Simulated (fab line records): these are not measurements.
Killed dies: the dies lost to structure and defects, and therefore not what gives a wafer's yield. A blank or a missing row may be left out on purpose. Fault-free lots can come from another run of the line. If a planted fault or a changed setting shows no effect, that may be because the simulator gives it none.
fab line records + flow n5_finfet
[record]
- lots = 11
- wafers = 33
- last_day = 18
route steps=1938 shown BEOL_M14@1736
lots with no fault: from the same line, run without faults
start_h: hours from the record's first day to the start of the lot's first wafer shown + wait_h: hours from the lot's prior step to this one + " as in the row above + L1.1+2: several wafers, shown together as one row + - no value, or no start was given + * or withheld: withheld + < > ~ a bound
route shown NAME@n: NAME is a module with steps in the file, n the number in the route of the first one + usual: mean/standard deviation of fault-free wafers + same: alike in all rows + chamber/n: place in a boat + sites: per-site readings + _std_site: the values' standard deviation + _edge_site: mean of outer sites minus mean of inner sites + radius_mm: how far each site lies from the wafer's centre + mask NAME#n: copy n + behind: tool/chamber where the wafer was last shaped + hold: why the lot went on hold/how many hours it stayed there/how the hold came to an end + device: transistor that didn't switch, given as n, p or np + end of line: at the end of the route, the tests of the same wafers + for a step that has no rows: nothing shown but its recipe + killed: at the first sort, the dies lost to defects and structure; wafer yield is something else + map: a wafer's dies, marking killed ones x, the rest . and places with no die _
set.NAME: the run value of the setting; set.NAME@STEP: its run value at that earlier step + model.NAME: the simulator's own value behind a step, which no gauge read
a sample of lots followed through the steps of the route, with each step as a table and each wafer as a row
services: the hour from which a tool's chamber was out of use, counted from the record's first day as start_h (under 0 if before that day), plus the number of hours and why
[[steps]]
[step N5_BEOL_M14_CD_MEAS_17]
[recipe]
- target_cd_nm = 250
- polarity = opening
[usual]
- cd_nm = 251.2/1.5
| lot.wafer | tool      | chamber | start_h | wait_h | cd_nm |
|-----------|-----------|---------|---------|--------|-------|
| L245.2    | cd_sem-01 | -       | 239.92  | 0.0    | 250.5 |
| L245.3    | "         | -       | "       | "      | 250.6 |
| L245.6    | "         | -       | "       | "      | 251.2 |
| L247.1    | cd_sem-02 | -       | 241.30  | 0.0    | 250.1 |
| L247.3    | "         | -       | "       | "      | 251.0 |
| L247.4    | "         | -       | "       | "      | 250.8 |
| L251.1    | cd_sem-03 | -       | 266.06  | 0.0    | 251.9 |
| L251.3    | "         | -       | "       | "      | 249.6 |
| L251.5    | "         | -       | "       | "      | 253.3 |
| L250.2    | cd_sem-02 | -       | 266.11  | 0.0    | 249.3 |
| L250.4    | "         | -       | "       | "      | 249.7 |
| L250.5    | "         | -       | "       | "      | 249.1 |
| L252.2    | cd_sem-01 | -       | 273.05  | 0.0    | 249.5 |
| L252.3    | "         | -       | "       | "      | 250.2 |
| L252.6    | "         | -       | "       | "      | 251.8 |
| L256.3    | cd_sem-03 | -       | 304.12  | 0.0    | 249.8 |
| L256.4    | "         | -       | "       | "      | 250.0 |
| L256.6    | "         | -       | "       | "      | 248.2 |
| L255.2    | cd_sem-02 | -       | 306.91  | 0.0    | 252.3 |
| L255.5    | "         | -       | "       | "      | 252.0 |
| L255.6    | "         | -       | "       | "      | 251.9 |
| L258.2    | cd_sem-03 | -       | 309.44  | 0.0    | 252.7 |
| L258.4    | "         | -       | "       | "      | 249.3 |
| L258.5    | "         | -       | "       | "      | 254.0 |
| L259.1    | cd_sem-03 | -       | 324.95  | 0.0    | 252.1 |
| L259.2    | "         | -       | "       | "      | 252.8 |
| L259.4    | "         | -       | "       | "      | 254.5 |
| L268.1    | cd_sem-03 | -       | 393.74  | 0.0    | 252.0 |
| L268.3    | "         | -       | "       | "      | 250.3 |
| L268.5    | "         | -       | "       | "      | 248.4 |
| L267.1    | cd_sem-01 | -       | 395.53  | 0.0    | 251.0 |
| L267.5    | "         | -       | "       | "      | 251.1 |
| L267.6    | "         | -       | "       | "      | 250.7 |
[step N5_BEOL_M14_ETCH_38]
[recipe]
- chemistry = CF4/N2
- target = SiCN
- target_depth_a = 1065
- taper_deg = 2
- time_s = 120.6
- ion_energy_ev = 150
- mask_material = SiO2
- pressure_mtorr = 40
- source_w = 430
- bias_w = 70
- Ar_flow_sccm = 100
- cf4_flow_sccm = 60
- n2_flow_sccm = 60
[usual]
- drypump_motor_current_A = 5.9/0.38
- oes_product_au = 0.82/0.071
- rf_vpp_V = 382.5/1.7
- showerhead_plenum_p_Torr = 2.22/0.065
- throttle_valve_pct = 15.23/0.21
| lot.wafer | tool        | chamber | start_h | wait_h | drypump_motor_current_A | oes_product_au | rf_hours_counter_h | rf_vpp_V | showerhead_plenum_p_Torr | throttle_valve_pct |
|-----------|-------------|---------|---------|--------|-------------------------|----------------|--------------------|----------|--------------------------|--------------------|
| L245.2    | rie_diel-01 | 1       | -       | -      | 5.9                     | 0.84           | 57                 | 381.0    | 2.15                     | 15.22              |
| L245.3    | "           | 3       | "       | "      | 6.1                     | 0.83           | 71                 | 384.7    | 2.32                     | 15.15              |
| L245.6    | "           | 2       | "       | "      | 5.6                     | 0.73           | -                  | 382.3    | 2.19                     | 15.25              |
| L247.1    | rie_diel-02 | 3       | -       | -      | 5.9                     | 0.77           | 116                | 384.7    | 2.22                     | 15.49              |
| L247.3    | "           | 0       | "       | "      | 5.5                     | 0.78           | 130                | 381.4    | 2.21                     | 15.11              |
| L247.4    | "           | 0       | "       | "      | 5.5                     | 0.78           | -                  | 382.2    | 2.21                     | 15.10              |
| L251.1    | rie_diel-01 | 2       | -       | -      | 5.6                     | 0.73           | 212                | 382.9    | 2.19                     | 15.27              |
| L251.3    | "           | 1       | "       | "      | 5.9                     | 0.83           | 66                 | 380.1    | 2.14                     | 15.25              |
| L251.5    | "           | 3       | "       | "      | 6.2                     | 0.81           | -                  | 386.3    | 2.32                     | 15.16              |
| L250.2    | rie_diel-01 | 1       | -       | -      | 5.9                     | 0.84           | 66                 | 381.7    | 2.14                     | 15.25              |
| L250.4    | "           | 2       | "       | "      | 5.6                     | 0.73           | 212                | 380.1    | 2.19                     | 15.27              |
| L250.5    | "           | 2       | "       | "      | 5.6                     | 0.74           | -                  | 382.1    | 2.19                     | 15.27              |
| L252.2    | rie_diel-03 | 0       | -       | -      | 6.3                     | 0.88           | 29                 | 380.2    | 2.16                     | 14.93              |
| L252.3    | "           | 2       | "       | "      | 6.4                     | 0.69           | 234                | 379.6    | 2.08                     | 15.47              |
| L252.6    | "           | 0       | "       | "      | 6.3                     | 0.88           | -                  | 380.5    | 2.16                     | 14.94              |
| L256.3    | rie_diel-01 | 2       | -       | -      | 5.6                     | 0.73           | 227                | 382.3    | 2.18                     | 15.31              |
| L256.4    | "           | 3       | "       | "      | 6.2                     | 0.81           | 94                 | 384.3    | 2.31                     | 15.18              |
| L256.6    | "           | 3       | "       | "      | 6.2                     | 0.79           | -                  | 384.1    | 2.31                     | 15.18              |
| L255.2    | rie_diel-03 | 0       | -       | -      | 6.3                     | 0.86           | 43                 | 381.4    | 2.15                     | 14.97              |
| L255.5    | "           | 3       | "       | "      | 6.3                     | 0.89           | -                  | 380.9    | 2.17                     | 15.35              |
| L255.6    | "           | 0       | "       | "      | 6.3                     | 0.86           | -                  | 380.8    | 2.15                     | 14.96              |
| L258.2    | rie_diel-03 | 2       | -       | -      | 6.4                     | 0.67           | 247                | 379.6    | 2.08                     | 15.50              |
| L258.4    | "           | 3       | "       | "      | 6.3                     | 0.89           | -                  | 381.9    | 2.17                     | 15.38              |
| L258.5    | "           | 2       | "       | "      | 6.4                     | 0.68           | -                  | 379.2    | 2.08                     | 15.49              |
| L259.1    | rie_diel-03 | 1       | -       | -      | 5.8                     | 0.98           | 3                  | 382.1    | 2.26                     | 15.03              |
| L259.2    | "           | 0       | "       | "      | 6.3                     | 0.85           | 50                 | 380.4    | 2.15                     | 14.98              |
| L259.4    | "           | 0       | "       | "      | 6.3                     | 0.85           | -                  | 381.4    | 2.15                     | 14.98              |
| L268.1    | rie_diel-01 | 1       | -       | -      | 5.9                     | 0.78           | 116                | 379.8    | 2.13                     | 15.33              |
| L268.3    | "           | 3       | "       | "      | 6.2                     | 0.76           | 128                | 383.3    | 2.30                     | 15.24              |
| L268.5    | "           | 0       | "       | "      | 6.2                     | 0.82           | -                  | 384.3    | 2.23                     | 15.03              |
| L267.1    | rie_diel-02 | 3       | -       | -      | 5.9                     | 0.72           | 173                | 381.7    | 2.20                     | 15.61              |
| L267.5    | "           | 0       | "       | "      | 5.5                     | 0.73           | -                  | 383.7    | 2.19                     | 15.22              |
| L267.6    | "           | 1       | "       | "      | 4.8                     | 0.88           | -                  | 384.6    | 2.34                     | 15.08              |
[step N5_BEOL_M14_ANNEAL_48]
[recipe]
- temp_c = 225
- time_s = 90
- ambient = N2
[usual]
- wafer_temp_C_max = 225.77/0.23
| lot.wafer | tool          | chamber | start_h | wait_h | wafer_temp_C_max |
|-----------|---------------|---------|---------|--------|------------------|
| L245.2    | rtp_anneal-02 | 0       | 244.09  | 0.2    | 225.73           |
| L245.3    | "             | 0       | "       | "      | 225.95           |
| L245.6    | "             | 0       | "       | "      | 225.79           |
| L247.1    | rtp_anneal-02 | 0       | 245.24  | 0.3    | 225.76           |
| L247.3    | "             | 0       | "       | "      | 225.88           |
| L247.4    | "             | 0       | "       | "      | 225.81           |
| L251.1    | rtp_anneal-01 | 0       | 269.76  | 0.1    | 225.79           |
| L251.3    | "             | 0       | "       | "      | 225.81           |
| L251.5    | "             | 0       | "       | "      | 225.68           |
| L250.2    | rtp_anneal-01 | 0       | 270.60  | 0.2    | 226.02           |
| L250.4    | "             | 0       | "       | "      | 225.54           |
| L250.5    | "             | 0       | "       | "      | 225.62           |
| L252.2    | rtp_anneal-02 | 0       | 276.67  | 0.3    | 225.53           |
| L252.3    | "             | 0       | "       | "      | 225.78           |
| L252.6    | "             | 0       | "       | "      | 225.95           |
| L256.3    | rtp_anneal-02 | 0       | 307.05  | 0.2    | 225.47           |
| L256.4    | "             | 0       | "       | "      | 225.53           |
| L256.6    | "             | 0       | "       | "      | 225.52           |
| L255.2    | rtp_anneal-02 | 0       | 310.02  | 0.2    | 225.53           |
| L255.5    | "             | 0       | "       | "      | 225.40           |
| L255.6    | "             | 0       | "       | "      | 225.56           |
| L258.2    | rtp_anneal-02 | 0       | 314.48  | 0.2    | 225.44           |
| L258.4    | "             | 0       | "       | "      | 225.30           |
| L258.5    | "             | 0       | "       | "      | 225.50           |
| L259.1    | rtp_anneal-02 | 0       | 328.89  | 0.2    | 225.60           |
| L259.2    | "             | 0       | "       | "      | 225.82           |
| L259.4    | "             | 0       | "       | "      | 225.68           |
| L268.1    | rtp_anneal-01 | 0       | 400.52  | 0.4    | 226.24           |
| L268.3    | "             | 0       | "       | "      | 226.15           |
| L268.5    | "             | 0       | "       | "      | 225.65           |
| L267.1    | rtp_anneal-01 | 0       | 402.23  | 0.1    | 226.22           |
| L267.5    | "             | 0       | "       | "      | 226.27           |
| L267.6    | "             | 0       | "       | "      | 226.11           |
[step N5_BEOL_M14_CMP_49]
[recipe]
- stop_on = SiO2
- t_overpolish_s = 5.2
- down_force_psi = 2
- platen_rpm = 80
- clearing_platen_down_force_psi = 2
- clearing_platen_rpm = 80
- post_cmp_clean = cu_alkaline
- target_thk_nm = 560
- clearing_platen_pad_velocity_m_s = 1.5917
- pad_velocity_m_s = 1.5917
[usual]
- barrier_field_endpoint_s = 11.26/0.24
- edge_zone_pressure_frac = 1.000/0.0047
- motor_current_A = 8.0/0.73
- overpolish_run_s = 5.199/0.0094
- time_to_endpoint_s = 121/3.6
[same]
- t_overpolish_s = 5.2
| lot.wafer | tool   | chamber | start_h | wait_h | barrier_field_endpoint_s | edge_zone_pressure_frac | motor_current_A | overpolish_run_s | time_to_endpoint_s |
|-----------|--------|---------|---------|--------|--------------------------|-------------------------|-----------------|------------------|--------------------|
| L245.2    | cmp-02 | 1       | 244.42  | 0.3    | 10.92                    | 1.001                   | 8.7             | 5.182            | 115                |
| L245.3    | "      | 2       | "       | "      | 10.79                    | 0.997                   | 9.3             | 5.191            | 115                |
| L245.6    | "      | 3       | "       | "      | 10.93                    | 1.008                   | 8.1             | 5.198            | 114                |
| L247.3    | cmp-02 | 3       | 245.54  | 0.2    | 11.19                    | 0.996                   | 8.1             | 5.201            | 120                |
| L247.1    | "      | 0       | "       | "      | 11.33                    | 1.003                   | 9.4             | 5.194            | 122                |
| L247.4    | "      | 1       | "       | "      | 11.16                    | 0.995                   | 8.5             | 5.191            | 122                |
| L251.3    | cmp-02 | 0       | 270.06  | 0.2    | 11.39                    | 0.997                   | 9.2             | 5.199            | 123                |
| L251.1    | "      | 2       | "       | "      | 11.31                    | 0.996                   | 8.8             | 5.207            | 121                |
| L251.5    | "      | 1       | "       | "      | 11.15                    | 1.000                   | 8.6             | 5.212            | 119                |
| L250.4    | cmp-04 | 1       | 270.87  | 0.1    | 11.14                    | 0.993                   | 8.1             | 5.196            | 118                |
| L250.2    | "      | 3       | "       | "      | 11.14                    | 1.005                   | 7.8             | 5.197            | 117                |
| L250.5    | "      | 2       | "       | "      | 11.30                    | 1.004                   | 8.4             | 5.214            | 120                |
| L252.3    | cmp-03 | 1       | 277.00  | 0.2    | 11.09                    | 0.994                   | 8.0             | 5.192            | 116                |
| L252.2    | "      | 2       | "       | "      | 11.17                    | 0.997                   | 7.4             | 5.208            | 121                |
| L252.6    | "      | 0       | "       | "      | 11.07                    | 0.994                   | 9.2             | 5.196            | 121                |
| L256.4    | cmp-04 | 3       | 307.28  | 0.1    | 11.33                    | 0.997                   | 8.3             | 5.192            | 120                |
| L256.3    | "      | 2       | "       | "      | 11.40                    | 1.002                   | 8.8             | 5.201            | 125                |
| L256.6    | "      | 0       | "       | "      | 11.55                    | 0.999                   | 8.3             | 5.197            | 123                |
| L255.2    | cmp-04 | 2       | 310.31  | 0.2    | 6.40                     | 0.994                   | 8.3             | 5.203            | 69                 |
| L255.6    | "      | 1       | "       | "      | 11.23                    | 1.006                   | 8.3             | 5.185            | 120                |
| L255.5    | "      | 2       | "       | "      | 6.41                     | 0.997                   | 7.9             | 5.188            | 70                 |
| L258.2    | cmp-04 | 2       | 314.74  | 0.2    | 6.37                     | 1.004                   | 8.6             | 5.188            | 71                 |
| L258.4    | "      | 3       | "       | "      | 11.66                    | 0.999                   | 8.2             | 5.210            | 129                |
| L258.5    | "      | 3       | "       | "      | 6.30                     | 0.999                   | 7.9             | 5.205            | 71                 |
| L259.4    | cmp-02 | 2       | 329.31  | 0.2    | 11.09                    | 1.002                   | 8.8             | 5.208            | 119                |
| L259.1    | "      | 3       | "       | "      | 11.35                    | 1.003                   | 8.0             | 5.190            | 118                |
| L259.2    | "      | 0       | "       | "      | 11.10                    | 0.995                   | 9.1             | 5.200            | 119                |
| L268.3    | cmp-04 | 0       | 400.85  | 0.2    | 11.13                    | 0.997                   | 7.9             | 5.198            | 122                |
| L268.1    | "      | 2       | "       | "      | 11.24                    | 1.002                   | 8.4             | 5.218            | 121                |
| L268.5    | "      | 3       | "       | "      | 11.13                    | 1.002                   | 8.5             | 5.194            | 120                |
| L267.1    | cmp-04 | 1       | 402.60  | 0.3    | 11.29                    | 0.997                   | 8.0             | 5.199            | 118                |
| L267.6    | "      | 3       | "       | "      | 11.05                    | 0.993                   | 7.9             | 5.210            | 117                |
| L267.5    | "      | 0       | "       | "      | 11.10                    | 0.998                   | 8.1             | 5.197            | 119                |
[[services]]
| tool          | chamber | start_h | hours | kind                           |
|---------------|---------|---------|-------|--------------------------------|
| rie_diel-01   | 3       | 225.93  | 4.2   | repair                         |
| cmp-04        | -       | 229.25  | 4.0   | pm                             |
| cmp-04        | -       | 233.25  | -     | consumable_replace:conditioner |
| cmp-04        | -       | 233.25  | -     | consumable_replace:pad         |
| cmp-03        | -       | 234.58  | 4.0   | pm                             |
| cmp-03        | -       | 263.00  | 0.4   | repair                         |
| cmp-04        | -       | 265.45  | 1.7   | repair                         |
| rie_diel-03   | -       | 297.60  | 0.3   | repair                         |
| rie_diel-03   | 2       | 307.14  | 2.8   | repair                         |
| rtp_anneal-02 | -       | 316.06  | 5.5   | repair                         |
| cmp-03        | -       | 323.45  | 5.2   | pm                             |
| rie_diel-01   | -       | 326.39  | 2.8   | pm                             |
| rie_diel-02   | 1       | 347.22  | 1.7   | repair                         |
| cmp-02        | -       | 352.06  | 0.4   | repair                         |
| rie_diel-01   | 2       | 360.58  | 11.6  | repair                         |
| cmp-02        | -       | 360.96  | 1.6   | repair                         |
| cmp-04        | -       | 362.63  | 4.3   | pm                             |
| cmp-02        | -       | 372.18  | 3.8   | pm                             |
| cmp-02        | -       | 379.36  | 8.5   | pm                             |
| cmp-04        | -       | 384.37  | 4.7   | pm                             |
| rie_diel-01   | 2       | 386.78  | -     | clean                          |
| cmp-02        | -       | 390.25  | 4.0   | pm                             |
| rie_diel-03   | 0       | 391.28  | 3.4   | repair                         |
| rie_diel-02   | 1       | 395.77  | 3.4   | repair                         |
[[key]]
[first_sign]
- step = N5_BEOL_M14_CMP_49
- reading = barrier_field_endpoint_s
- direction = down
- sigmas = 20
- usual = 11.26
- struck = 6.37
[effect]
- step = N5_BEOL_M14_CMP_49
- reading = time_to_endpoint_s
- direction = down
- sigmas = 14
- usual = *
- struck = *
met_at N5_BEOL_M14_CMP_49
struck_lots L255,L258
struck_wafers L255.2,L255.5,L258.2,L258.5
not_acting_at N5_BEOL_M14_CD_MEAS_17,N5_BEOL_M14_ETCH_38,N5_BEOL_M14_ANNEAL_48
onset_between 307.28 310.31
[fault]
- kind = process_parameter_drift
- tool = cmp-04
- chamber = -
- onset_h = 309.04
- steps = N5_BEOL_M14_CMP_49
- channel = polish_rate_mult
- offset = 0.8
- shape = step
- end_h = 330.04
- scope = struck_wafers_only
